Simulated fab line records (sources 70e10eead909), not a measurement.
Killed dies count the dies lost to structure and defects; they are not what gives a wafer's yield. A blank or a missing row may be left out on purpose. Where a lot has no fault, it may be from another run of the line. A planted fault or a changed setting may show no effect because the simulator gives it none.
fab line records || flow nand-harc
[record] {"lots": 7, "wafers": 20, "last-day": 33}
route steps=1302 shown A_DECK1_JOINT@530 END@1302
lots with no fault: from the same line, run without faults
start-h: the number of hours between the record's first day and the start of the first shown wafer of the lot || wait-h: hours from the lot's prior step to this one || " as in the row above || L1.1+2: a single row standing in for several wafers || - value missing, or start not given || * or withheld: withheld || < > ~ a bound
route shown NAME@n: names a module that has steps shown in the file, with the first one's number in the route || usual: mean/standard deviation of fault-free wafers || same: alike in all rows || chamber/n: place in a boat || sites: readings site by site || _std_site: standard deviation across them || _edge_site: outer sites' mean less inner sites' || radius-mm: how far each site lies from the wafer's centre || mask NAME#n: copy n || behind: the tool/chamber that last shaped the wafer || hold: cause of the lot's hold/its duration in hours/its outcome || device: which transistor (n, p or np) failed to switch || end of line: the route-end tests of the same wafers || a step with no rows: only its recipe || killed: the dies lost at the first sort to structure and to defects; this is not the yield of the wafer || map: shows each die of a wafer: x if killed, . if not, _ if none is there
set.NAME: the setting as run; set.NAME@STEP: as run at that earlier step || model.NAME: the simulator's own value behind a step, which no gauge read
a table for each step, a row for each wafer; lots at some steps of the route
services: the hour from which a tool's chamber was out of use, counted from the record's first day as start-h (under 0 if before that day), plus the number of hours and why
[[steps]]
[step NHARC_A_DECK1_JOINT_ETCHBACK_00]
[recipe] {"target-depth-a": 300, "time-s": 17.4, "hbr-flow-sccm": 150, "rf-w": 350, "icp-w": 350, "bias-w": 60, "chemistry": "HBr"}
[usual] {"bias-w": "59.99/0.19", "drypump-motor-current-A": "5.9/0.61", "oes-product-au": "1.000/0.0092", "throttle-valve-pct": "23.266/0.0086"}
{"lot.wafer": "L670.1", "tool": "rie-si-03", "chamber": 2, "start-h": 266.73, "wait-h": 0.1, "bias-w": 60.25, "drypump-motor-current-A": 5.8, "oes-product-au": 0.995, "rf-hours-counter-h": 0.2, "throttle-valve-pct": 23.280}
{"lot.wafer": "L670.4", "tool": "rie-si-03", "chamber": 0, "start-h": 266.73, "wait-h": 0.1, "bias-w": 59.96, "drypump-motor-current-A": 6.6, "oes-product-au": 0.988, "rf-hours-counter-h": 0.3, "throttle-valve-pct": 23.266}
{"lot.wafer": "L670.6", "tool": "rie-si-03", "chamber": 2, "start-h": 266.73, "wait-h": 0.1, "bias-w": 60.03, "drypump-motor-current-A": 5.8, "oes-product-au": 1.006, "rf-hours-counter-h": "-", "throttle-valve-pct": 23.261}
{"lot.wafer": "L675.2", "tool": "rie-si-02", "chamber": 0, "start-h": 314.70, "wait-h": 0.1, "bias-w": 60.75, "drypump-motor-current-A": 5.5, "oes-product-au": 1.010, "rf-hours-counter-h": 0.1, "throttle-valve-pct": 23.275}
{"lot.wafer": "L675.4", "tool": "rie-si-02", "chamber": 3, "start-h": 314.70, "wait-h": 0.1, "bias-w": 59.97, "drypump-motor-current-A": 6.6, "oes-product-au": 0.995, "rf-hours-counter-h": 0.2, "throttle-valve-pct": 23.264}
{"lot.wafer": "L675.5", "tool": "rie-si-02", "chamber": 1, "start-h": 314.70, "wait-h": 0.1, "bias-w": 59.88, "drypump-motor-current-A": 4.9, "oes-product-au": 0.993, "rf-hours-counter-h": "-", "throttle-valve-pct": 23.269}
{"lot.wafer": "L677.1", "tool": "rie-si-03", "chamber": 2, "start-h": 337.71, "wait-h": 0.1, "bias-w": 60.04, "drypump-motor-current-A": 5.8, "oes-product-au": 0.993, "rf-hours-counter-h": 0.7, "throttle-valve-pct": 23.264}
{"lot.wafer": "L677.3", "tool": "rie-si-03", "chamber": 3, "start-h": 337.71, "wait-h": 0.1, "bias-w": 60.24, "drypump-motor-current-A": 5.2, "oes-product-au": 0.997, "rf-hours-counter-h": 0.7, "throttle-valve-pct": 23.262}
{"lot.wafer": "L677.6", "tool": "rie-si-03", "chamber": 2, "start-h": 337.71, "wait-h": 0.1, "bias-w": 59.85, "drypump-motor-current-A": 5.8, "oes-product-au": 0.994, "rf-hours-counter-h": "-", "throttle-valve-pct": 23.266}
{"lot.wafer": "L682.4", "tool": "rie-si-03", "chamber": 3, "start-h": 394.33, "wait-h": 0.1, "bias-w": 59.94, "drypump-motor-current-A": 5.2, "oes-product-au": 0.992, "rf-hours-counter-h": 1.0, "throttle-valve-pct": 23.253}
{"lot.wafer": "L682.2", "tool": "rie-si-03", "chamber": 0, "start-h": 394.33, "wait-h": 0.1, "bias-w": 59.80, "drypump-motor-current-A": 6.6, "oes-product-au": 0.989, "rf-hours-counter-h": 1.1, "throttle-valve-pct": 23.256}
{"lot.wafer": "L682.6", "tool": "rie-si-03", "chamber": 2, "start-h": 394.33, "wait-h": 0.1, "bias-w": 60.14, "drypump-motor-current-A": 5.8, "oes-product-au": 0.991, "rf-hours-counter-h": "-", "throttle-valve-pct": 23.267}
{"lot.wafer": "L681.1", "tool": "rie-si-02", "chamber": 2, "start-h": 397.77, "wait-h": 0.1, "bias-w": 60.27, "drypump-motor-current-A": 6.7, "oes-product-au": 0.999, "rf-hours-counter-h": 0.8, "throttle-valve-pct": 23.253}
{"lot.wafer": "L681.2", "tool": "rie-si-02", "chamber": 0, "start-h": 397.77, "wait-h": 0.1, "bias-w": 59.74, "drypump-motor-current-A": 5.5, "oes-product-au": 1.024, "rf-hours-counter-h": 0.7, "throttle-valve-pct": 23.263}
{"lot.wafer": "L681.4", "tool": "rie-si-02", "chamber": 1, "start-h": 397.77, "wait-h": 0.1, "bias-w": 60.04, "drypump-motor-current-A": 4.9, "oes-product-au": 1.000, "rf-hours-counter-h": 0.8, "throttle-valve-pct": 23.287}
{"lot.wafer": "L685.1", "tool": "rie-si-05", "chamber": 2, "start-h": 420.70, "wait-h": 0.1, "bias-w": 59.91, "drypump-motor-current-A": 6.4, "oes-product-au": 1.003, "rf-hours-counter-h": 0.7, "throttle-valve-pct": 23.274}
{"lot.wafer": "L685.4", "tool": "rie-si-05", "chamber": 0, "start-h": 420.70, "wait-h": 0.1, "bias-w": 59.85, "drypump-motor-current-A": 6.0, "oes-product-au": 0.993, "rf-hours-counter-h": 0.6, "throttle-valve-pct": 23.259}
{"lot.wafer": "L691.1", "tool": "rie-si-03", "chamber": 1, "start-h": 473.15, "wait-h": 0.1, "bias-w": 59.86, "drypump-motor-current-A": 5.2, "oes-product-au": 0.992, "rf-hours-counter-h": 0.3, "throttle-valve-pct": 23.269}
{"lot.wafer": "L691.2", "tool": "rie-si-03", "chamber": 2, "start-h": 473.15, "wait-h": 0.1, "bias-w": 59.91, "drypump-motor-current-A": 5.8, "oes-product-au": 1.003, "rf-hours-counter-h": 0.3, "throttle-valve-pct": 23.269}
{"lot.wafer": "L691.5", "tool": "rie-si-03", "chamber": 0, "start-h": 473.15, "wait-h": 0.1, "bias-w": 59.95, "drypump-motor-current-A": 6.6, "oes-product-au": 0.997, "rf-hours-counter-h": "-", "throttle-valve-pct": 23.256}
[step NHARC_A_DECK1_JOINT_PRECLEAN_30]
[recipe] {"time-s": "*", "temp-c": 50, "bath-age-min": 0, "chemistry": "SC1"}
[step NHARC_A_DECK1_JOINT_SRD_31]
[step NHARC_A_DECK1_JOINT_CVD_34]
[recipe] {"target-thk-a": 200, "temp-c": 700, "pressure-mtorr": 300, "material": "SiNx"}
[step NHARC_A_DECK1_JOINT_DEP_06]
[recipe] {"target-thk-a": 800, "temp-c": 65, "material": "SiOx"}
[step NHARC_A_DECK1_JOINT_CURE_26]
[recipe] {"temp-c": 150, "time-s": 32, "pressure-atm": 0.395}
[step NHARC_A_DECK1_JOINT_ANNEAL_27]
[recipe] {"temp-c": 400, "time-s": 3600, "idle-temp-c": 300, "ramp-up-c-per-min": 10, "densification-p-h2o-torr": 640}
[step NHARC_A_DECK1_JOINT_ANNEAL_28]
[recipe] {"temp-c": 500, "time-s": 1800, "idle-temp-c": 400, "ramp-up-c-per-min": 10, "densification-p-h2o-torr": 640}
[step NHARC_A_DECK1_JOINT_ANNEAL_29]
[recipe] {"temp-c": 750, "time-s": 1800, "idle-temp-c": 500, "ramp-up-c-per-min": 10, "ramp-down-c-per-min": 3}
[step NHARC_A_DECK1_JOINT_CMP_02]
[recipe] {"material": "SiOx"}
[usual] {"motor-current-A": "12.6/1.1", "retaining-ring-pressure-frac": "1.001/0.0056"}
{"lot.wafer": "L670.1", "tool": "cmp-03", "chamber": 1, "start-h": 286.51, "wait-h": 0.4, "motor-current-A": 13.1, "retaining-ring-pressure-frac": 1.006}
{"lot.wafer": "L670.4", "tool": "cmp-03", "chamber": 3, "start-h": 286.51, "wait-h": 0.4, "motor-current-A": 11.7, "retaining-ring-pressure-frac": 0.994}
{"lot.wafer": "L670.6", "tool": "cmp-03", "chamber": 2, "start-h": 286.51, "wait-h": 0.4, "motor-current-A": 12.1, "retaining-ring-pressure-frac": 1.002}
{"lot.wafer": "L675.2", "tool": "cmp-01", "chamber": 1, "start-h": 343.88, "wait-h": 0.4, "motor-current-A": 12.1, "retaining-ring-pressure-frac": 0.995}
{"lot.wafer": "L675.4", "tool": "cmp-01", "chamber": 3, "start-h": 343.88, "wait-h": 0.4, "motor-current-A": 11.6, "retaining-ring-pressure-frac": 1.003}
{"lot.wafer": "L675.5", "tool": "cmp-01", "chamber": 2, "start-h": 343.88, "wait-h": 0.4, "motor-current-A": 13.3, "retaining-ring-pressure-frac": 1.006}
{"lot.wafer": "L677.1", "tool": "cmp-04", "chamber": 2, "start-h": 360.35, "wait-h": 0.4, "motor-current-A": 11.9, "retaining-ring-pressure-frac": 1.005}
{"lot.wafer": "L677.3", "tool": "cmp-04", "chamber": 3, "start-h": 360.35, "wait-h": 0.4, "motor-current-A": 11.7, "retaining-ring-pressure-frac": 1.000}
{"lot.wafer": "L677.6", "tool": "cmp-04", "chamber": 0, "start-h": 360.35, "wait-h": 0.4, "motor-current-A": 11.3, "retaining-ring-pressure-frac": 1.008}
{"lot.wafer": "L682.4", "tool": "cmp-01", "chamber": 2, "start-h": 421.14, "wait-h": 0.4, "motor-current-A": 13.1, "retaining-ring-pressure-frac": 0.999}
{"lot.wafer": "L682.2", "tool": "cmp-01", "chamber": 3, "start-h": 421.14, "wait-h": 0.4, "motor-current-A": 12.3, "retaining-ring-pressure-frac": 0.999}
{"lot.wafer": "L682.6", "tool": "cmp-01", "chamber": 3, "start-h": 421.14, "wait-h": 0.4, "motor-current-A": 11.6, "retaining-ring-pressure-frac": 1.002}
{"lot.wafer": "L681.2", "tool": "cmp-01", "chamber": 3, "start-h": 423.13, "wait-h": 0.4, "motor-current-A": 11.9, "retaining-ring-pressure-frac": 1.006}
{"lot.wafer": "L681.1", "tool": "cmp-01", "chamber": 0, "start-h": 423.13, "wait-h": 0.4, "motor-current-A": 15.4, "retaining-ring-pressure-frac": 0.999}
{"lot.wafer": "L681.4", "tool": "cmp-01", "chamber": 2, "start-h": 423.13, "wait-h": 0.4, "motor-current-A": 13.3, "retaining-ring-pressure-frac": 1.006}
{"lot.wafer": "L685.1", "tool": "cmp-04", "chamber": 1, "start-h": 446.98, "wait-h": 0.4, "motor-current-A": 12.8, "retaining-ring-pressure-frac": 1.003}
{"lot.wafer": "L685.4", "tool": "cmp-04", "chamber": 3, "start-h": 446.98, "wait-h": 0.4, "motor-current-A": 11.4, "retaining-ring-pressure-frac": 0.993}
{"lot.wafer": "L691.1", "tool": "cmp-03", "chamber": 2, "start-h": 495.69, "wait-h": 0.4, "motor-current-A": 12.2, "retaining-ring-pressure-frac": 0.994}
{"lot.wafer": "L691.2", "tool": "cmp-03", "chamber": 3, "start-h": 495.69, "wait-h": 0.4, "motor-current-A": 10.8, "retaining-ring-pressure-frac": 1.011}
{"lot.wafer": "L691.5", "tool": "cmp-03", "chamber": 0, "start-h": 495.69, "wait-h": 0.4, "motor-current-A": 12.6, "retaining-ring-pressure-frac": 1.000}
[step NHARC_A_DECK1_JOINT_SRD_15]
[step NHARC_A_DECK1_JOINT_DEP_16]
[recipe] {"target-thk-a": 450, "temp-c": 400, "pressure-torr": 6.5, "rf-w": 900, "teos-flow-sccm": 161.4, "flow-sccm": 2650, "target-thk-nm": 45, "gas": "O2", "material": "SiO2"}
[usual] {"heater-power-outer-w": "307/62", "heater-power-w": "530/100", "throttle-valve-pct": "15.8/0.43"}
{"lot.wafer": "L670.1", "tool": "pecvd-02", "chamber": 0, "start-h": 286.96, "wait-h": 0.1, "heater-power-outer-w": 225, "heater-power-w": 374, "since-wet-clean-h": 47, "throttle-valve-pct": 15.5}
{"lot.wafer": "L670.6", "tool": "pecvd-02", "chamber": 1, "start-h": 286.96, "wait-h": 0.1, "heater-power-outer-w": 258, "heater-power-w": 479, "since-wet-clean-h": "-", "throttle-valve-pct": 16.2}
{"lot.wafer": "L670.4", "tool": "pecvd-02", "chamber": 2, "start-h": 286.96, "wait-h": 0.1, "heater-power-outer-w": 387, "heater-power-w": 593, "since-wet-clean-h": "-", "throttle-valve-pct": 15.7}
{"lot.wafer": "L675.2", "tool": "pecvd-04", "chamber": 0, "start-h": 344.27, "wait-h": 0.1, "heater-power-outer-w": 288, "heater-power-w": 550, "since-wet-clean-h": 62, "throttle-valve-pct": 16.5}
{"lot.wafer": "L675.5", "tool": "pecvd-04", "chamber": 0, "start-h": 344.27, "wait-h": 0.1, "heater-power-outer-w": 292, "heater-power-w": 538, "since-wet-clean-h": "-", "throttle-valve-pct": 16.5}
{"lot.wafer": "L675.4", "tool": "pecvd-04", "chamber": 2, "start-h": 344.27, "wait-h": 0.1, "heater-power-outer-w": 351, "heater-power-w": 659, "since-wet-clean-h": "-", "throttle-valve-pct": 15.6}
{"lot.wafer": "L677.1", "tool": "pecvd-01", "chamber": 0, "start-h": 360.69, "wait-h": 0.1, "heater-power-outer-w": 415, "heater-power-w": 671, "since-wet-clean-h": 37, "throttle-valve-pct": 15.2}
{"lot.wafer": "L677.3", "tool": "pecvd-01", "chamber": 1, "start-h": 360.69, "wait-h": 0.1, "heater-power-outer-w": 197, "heater-power-w": 353, "since-wet-clean-h": 37, "throttle-valve-pct": 15.9}
{"lot.wafer": "L677.6", "tool": "pecvd-01", "chamber": 1, "start-h": 360.69, "wait-h": 0.1, "heater-power-outer-w": 206, "heater-power-w": 355, "since-wet-clean-h": "-", "throttle-valve-pct": 16.2}
{"lot.wafer": "L682.2", "tool": "pecvd-02", "chamber": 2, "start-h": 421.59, "wait-h": 0.1, "heater-power-outer-w": 399, "heater-power-w": 650, "since-wet-clean-h": 0, "throttle-valve-pct": 15.1}
{"lot.wafer": "L682.4", "tool": "pecvd-02", "chamber": 0, "start-h": 421.59, "wait-h": 0.1, "heater-power-outer-w": 216, "heater-power-w": 345, "since-wet-clean-h": "-", "throttle-valve-pct": 15.3}
{"lot.wafer": "L682.6", "tool": "pecvd-02", "chamber": 2, "start-h": 421.59, "wait-h": 0.1, "heater-power-outer-w": 401, "heater-power-w": 645, "since-wet-clean-h": "-", "throttle-valve-pct": 15.1}
{"lot.wafer": "L681.1", "tool": "pecvd-02", "chamber": 2, "start-h": 423.52, "wait-h": 0.1, "heater-power-outer-w": 314, "heater-power-w": 512, "since-wet-clean-h": 2, "throttle-valve-pct": 15.3}
{"lot.wafer": "L681.2", "tool": "pecvd-02", "chamber": 1, "start-h": 423.52, "wait-h": 0.1, "heater-power-outer-w": 294, "heater-power-w": 526, "since-wet-clean-h": 2, "throttle-valve-pct": 16.4}
{"lot.wafer": "L681.4", "tool": "pecvd-02", "chamber": 0, "start-h": 423.52, "wait-h": 0.1, "heater-power-outer-w": 262, "heater-power-w": 415, "since-wet-clean-h": "-", "throttle-valve-pct": 15.5}
{"lot.wafer": "L685.1", "tool": "pecvd-02", "chamber": 0, "start-h": 447.42, "wait-h": 0.1, "heater-power-outer-w": 267, "heater-power-w": 413, "since-wet-clean-h": 26, "throttle-valve-pct": 15.4}
{"lot.wafer": "L685.4", "tool": "pecvd-02", "chamber": 0, "start-h": 447.42, "wait-h": 0.1, "heater-power-outer-w": 267, "heater-power-w": 405, "since-wet-clean-h": "-", "throttle-valve-pct": 15.4}
{"lot.wafer": "L691.2", "tool": "pecvd-02", "chamber": 1, "start-h": 496.21, "wait-h": 0.2, "heater-power-outer-w": 272, "heater-power-w": 493, "since-wet-clean-h": 75, "throttle-valve-pct": 16.4}
{"lot.wafer": "L691.1", "tool": "pecvd-02", "chamber": 0, "start-h": 496.21, "wait-h": 0.2, "heater-power-outer-w": 274, "heater-power-w": 418, "since-wet-clean-h": 75, "throttle-valve-pct": 15.5}
{"lot.wafer": "L691.5", "tool": "pecvd-02", "chamber": 2, "start-h": 496.21, "wait-h": 0.2, "heater-power-outer-w": 323, "heater-power-w": 530, "since-wet-clean-h": "-", "throttle-valve-pct": 15.1}
[step NHARC_A_DECK1_JOINT_THK_MEAS_17]
[recipe] {"thk-meas-gauge": "ellipsometry"}
[usual] {"thk-nm": "45.0/1.1"}
{"lot.wafer": "L670.1", "tool": "film-metro-01", "chamber": "-", "start-h": 287.19, "wait-h": 0.2, "thk-nm": 45.8}
{"lot.wafer": "L670.4", "tool": "film-metro-01", "chamber": "-", "start-h": 287.19, "wait-h": 0.2, "thk-nm": 46.4}
{"lot.wafer": "L670.6", "tool": "film-metro-01", "chamber": "-", "start-h": 287.19, "wait-h": 0.2, "thk-nm": 43.5}
{"lot.wafer": "L675.2", "tool": "film-metro-01", "chamber": "-", "start-h": 344.55, "wait-h": 0.3, "thk-nm": 45.3}
{"lot.wafer": "L675.4", "tool": "film-metro-01", "chamber": "-", "start-h": 344.55, "wait-h": 0.3, "thk-nm": 45.9}
{"lot.wafer": "L675.5", "tool": "film-metro-01", "chamber": "-", "start-h": 344.55, "wait-h": 0.3, "thk-nm": 46.0}
{"lot.wafer": "L677.1", "tool": "film-metro-02", "chamber": "-", "start-h": 360.97, "wait-h": 0.3, "thk-nm": 44.4}
{"lot.wafer": "L677.3", "tool": "film-metro-02", "chamber": "-", "start-h": 360.97, "wait-h": 0.3, "thk-nm": 42.9}
{"lot.wafer": "L677.6", "tool": "film-metro-02", "chamber": "-", "start-h": 360.97, "wait-h": 0.3, "thk-nm": 46.8}
{"lot.wafer": "L682.2", "tool": "film-metro-02", "chamber": "-", "start-h": 421.81, "wait-h": 0.2, "thk-nm": 45.4}
{"lot.wafer": "L682.4", "tool": "film-metro-02", "chamber": "-", "start-h": 421.81, "wait-h": 0.2, "thk-nm": 17.3}
{"lot.wafer": "L682.6", "tool": "film-metro-02", "chamber": "-", "start-h": 421.81, "wait-h": 0.2, "thk-nm": 45.9}
{"lot.wafer": "L681.1", "tool": "film-metro-02", "chamber": "-", "start-h": 423.80, "wait-h": 0.2, "thk-nm": 44.3}
{"lot.wafer": "L681.2", "tool": "film-metro-02", "chamber": "-", "start-h": 423.80, "wait-h": 0.2, "thk-nm": 45.3}
{"lot.wafer": "L681.4", "tool": "film-metro-02", "chamber": "-", "start-h": 423.80, "wait-h": 0.2, "thk-nm": 17.2}
{"lot.wafer": "L685.1", "tool": "film-metro-02", "chamber": "-", "start-h": 447.64, "wait-h": 0.2, "thk-nm": 44.1}
{"lot.wafer": "L685.4", "tool": "film-metro-02", "chamber": "-", "start-h": 447.64, "wait-h": 0.2, "thk-nm": 15.5}
{"lot.wafer": "L691.1", "tool": "film-metro-01", "chamber": "-", "start-h": 496.49, "wait-h": 0.2, "thk-nm": 45.1}
{"lot.wafer": "L691.2", "tool": "film-metro-01", "chamber": "-", "start-h": 496.49, "wait-h": 0.2, "thk-nm": 44.4}
{"lot.wafer": "L691.5", "tool": "film-metro-01", "chamber": "-", "start-h": 496.49, "wait-h": 0.2, "thk-nm": 45.7}
[step NHARC_A_DECK1_JOINT_INSPECT_05]
[usual] {"raw-defect-count": "338/140"}
{"lot.wafer": "L670.1", "tool": "defect-inspect-02", "chamber": "-", "start-h": 287.22, "wait-h": 0.0, "raw-defect-count": 356}
{"lot.wafer": "L670.4", "tool": "defect-inspect-02", "chamber": "-", "start-h": 287.22, "wait-h": 0.0, "raw-defect-count": 248}
{"lot.wafer": "L670.6", "tool": "defect-inspect-02", "chamber": "-", "start-h": 287.22, "wait-h": 0.0, "raw-defect-count": 287}
{"lot.wafer": "L675.2", "tool": "defect-inspect-01", "chamber": "-", "start-h": 344.59, "wait-h": 0.0, "raw-defect-count": 186}
{"lot.wafer": "L675.4", "tool": "defect-inspect-01", "chamber": "-", "start-h": 344.59, "wait-h": 0.0, "raw-defect-count": 217}
{"lot.wafer": "L675.5", "tool": "defect-inspect-01", "chamber": "-", "start-h": 344.59, "wait-h": 0.0, "raw-defect-count": 294}
{"lot.wafer": "L677.1", "tool": "defect-inspect-02", "chamber": "-", "start-h": 361.01, "wait-h": 0.0, "raw-defect-count": 514}
{"lot.wafer": "L677.3", "tool": "defect-inspect-02", "chamber": "-", "start-h": 361.01, "wait-h": 0.0, "raw-defect-count": 839}
{"lot.wafer": "L677.6", "tool": "defect-inspect-02", "chamber": "-", "start-h": 361.01, "wait-h": 0.0, "raw-defect-count": 989}
{"lot.wafer": "L682.2", "tool": "defect-inspect-01", "chamber": "-", "start-h": 421.85, "wait-h": 0.0, "raw-defect-count": 256}
{"lot.wafer": "L682.4", "tool": "defect-inspect-01", "chamber": "-", "start-h": 421.85, "wait-h": 0.0, "raw-defect-count": 410}
{"lot.wafer": "L682.6", "tool": "defect-inspect-01", "chamber": "-", "start-h": 421.85, "wait-h": 0.0, "raw-defect-count": 231}
{"lot.wafer": "L681.1", "tool": "defect-inspect-02", "chamber": "-", "start-h": 423.83, "wait-h": 0.0, "raw-defect-count": 403}
{"lot.wafer": "L681.2", "tool": "defect-inspect-02", "chamber": "-", "start-h": 423.83, "wait-h": 0.0, "raw-defect-count": 226}
{"lot.wafer": "L681.4", "tool": "defect-inspect-02", "chamber": "-", "start-h": 423.83, "wait-h": 0.0, "raw-defect-count": 256}
{"lot.wafer": "L685.1", "tool": "defect-inspect-02", "chamber": "-", "start-h": 447.68, "wait-h": 0.0, "raw-defect-count": 385}
{"lot.wafer": "L685.4", "tool": "defect-inspect-02", "chamber": "-", "start-h": 447.68, "wait-h": 0.0, "raw-defect-count": 319}
{"lot.wafer": "L691.1", "tool": "defect-inspect-01", "chamber": "-", "start-h": 496.52, "wait-h": 0.0, "raw-defect-count": 220}
{"lot.wafer": "L691.2", "tool": "defect-inspect-01", "chamber": "-", "start-h": 496.52, "wait-h": 0.0, "raw-defect-count": 259}
{"lot.wafer": "L691.5", "tool": "defect-inspect-01", "chamber": "-", "start-h": 496.52, "wait-h": 0.0, "raw-defect-count": 247}
[step NHARC_END_SORT_01]
[recipe] {"temp-c": 25}
[usual] {"killed-at-array": "55/12", "killed-at-other": "1.0/1.2", "killed-at-periphery": "3.9/2.6", "killed-dies": "60/12", "killed-open": "3.3/1.9", "killed-short": "2.5/1.8"}
[same] {"gross-dies": 677}
{"lot.wafer": "L682.2", "tool": "prober-01", "chamber": 0, "start-h": 706.49, "wait-h": 2.8, "killed-at-array": 49, "killed-at-other": 0, "killed-at-periphery": 2, "killed-dies": 51, "killed-open": 2, "killed-short": 1}
{"lot.wafer": "L682.6", "tool": "prober-01", "chamber": 0, "start-h": 709.70, "wait-h": 4.0, "killed-at-array": 34, "killed-at-other": 1, "killed-at-periphery": 2, "killed-dies": 37, "killed-open": 6, "killed-short": 1}
// killed by level:class
L682.2 A_CHANNEL_HOLE_D2:chamber-film-flake=19 A_CHANNEL_HOLE_D1:chamber-film-flake=9 A_CONTACT:chamber-film-flake=8 A_SLIT:chamber-film-flake=6 A_STAIRCASE:chamber-film-flake=3 P_M0:geometric-particle:open=2 A_CHANNEL_FILL_D2:chamber-film-flake=2 A_CHANNEL_FILL_D1:geometric-particle:short=1
L682.6 A_CHANNEL_HOLE_D2:chamber-film-flake=16 A_CHANNEL_HOLE_D1:chamber-film-flake=5 A_CONTACT:chamber-film-flake=4 A_SLIT:chamber-film-flake=3 A_DECK1_JOINT:geometric-particle:open=2 P_CONTACT:geometric-particle:open=1 A_CHANNEL_HOLE_D1:geometric-particle:open=1 A_CHANNEL_FILL_D1:geometric-particle:short=1
[[services]]
{"tool": "cmp-03", "chamber": "-", "start-h": 260.00, "hours": 4.0, "kind": "pm"}
{"tool": "rie-si-03", "chamber": 2, "start-h": 275.77, "hours": 2.8, "kind": "repair"}
{"tool": "rie-si-02", "chamber": "-", "start-h": 277.00, "hours": 9.0, "kind": "pm"}
{"tool": "cmp-01", "chamber": "-", "start-h": 283.41, "hours": 0.8, "kind": "repair"}
{"tool": "cmp-04", "chamber": "-", "start-h": 307.47, "hours": 4.0, "kind": "pm"}
{"tool": "cmp-01", "chamber": "-", "start-h": 314.19, "hours": 4.7, "kind": "repair"}
{"tool": "cmp-04", "chamber": "-", "start-h": 332.34, "hours": 18.0, "kind": "repair"}
{"tool": "cmp-03", "chamber": "-", "start-h": 358.00, "hours": 4.0, "kind": "pm"}
{"tool": "cmp-01", "chamber": "-", "start-h": 382.19, "hours": 4.0, "kind": "pm"}
{"tool": "cmp-03", "chamber": "-", "start-h": 387.27, "hours": 10.0, "kind": "repair"}
{"tool": "cmp-01", "chamber": "-", "start-h": 396.42, "hours": 3.5, "kind": "repair"}
{"tool": "rie-si-03", "chamber": "-", "start-h": 398.00, "hours": 9.0, "kind": "pm"}
{"tool": "cmp-04", "chamber": "-", "start-h": 405.47, "hours": 4.0, "kind": "pm"}
{"tool": "pecvd-02", "chamber": "-", "start-h": 408.13, "hours": 13.0, "kind": "pm"}
{"tool": "rie-si-03", "chamber": 2, "start-h": 431.40, "hours": 4.6, "kind": "repair"}
{"tool": "cmp-03", "chamber": "-", "start-h": 435.39, "hours": 1.8, "kind": "repair"}
{"tool": "rie-si-02", "chamber": "-", "start-h": 454.05, "hours": 9.0, "kind": "pm"}
{"tool": "cmp-03", "chamber": "-", "start-h": 456.00, "hours": 4.0, "kind": "pm"}
{"tool": "rie-si-03", "chamber": 1, "start-h": 461.82, "hours": 10.9, "kind": "repair"}
{"tool": "cmp-03", "chamber": "-", "start-h": 467.05, "hours": 1.7, "kind": "repair"}
{"tool": "rie-si-03", "chamber": 3, "start-h": 467.36, "hours": 1.0, "kind": "repair"}
{"tool": "rie-si-02", "chamber": 0, "start-h": 473.58, "hours": 10.3, "kind": "repair"}
{"tool": "cmp-01", "chamber": "-", "start-h": 480.19, "hours": 4.0, "kind": "pm"}
{"tool": "pecvd-02", "chamber": "-", "start-h": 481.12, "hours": 0.6, "kind": "repair"}
[[key]]
[first-sign] {"step": "NHARC_A_DECK1_JOINT_THK_MEAS_17", "reading": "thk-nm", "direction": "down", "sigmas": 26, "usual": 45.0, "struck": 16.7}
effect none on later readings
met-at NHARC_A_DECK1_JOINT_DEP_16
struck-wafers L681.4,L682.4,L685.4
tester-left-out L681,L682,L685
onset-between 286.96 421.59
[fault] {"kind": "process-parameter-drift", "tool": "pecvd-02", "chamber": "-", "onset-h": 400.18, "steps": "NHARC_A_DECK1_JOINT_DEP_16", "channel": "target-thk-nm", "offset": -29.151, "shape": "step", "end-h": 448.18, "scope": "struck-wafers-only", "acts-in": "these-recipes-only", "stated": 45}
// tester-left-out: of these lots the tester's yield and bins aren't shown, on N5 and GAA mostly nor the transistor test; their killed dies are dies lost to structure and defects alone, not to doping, threshold or leakage, so they don't give the yield
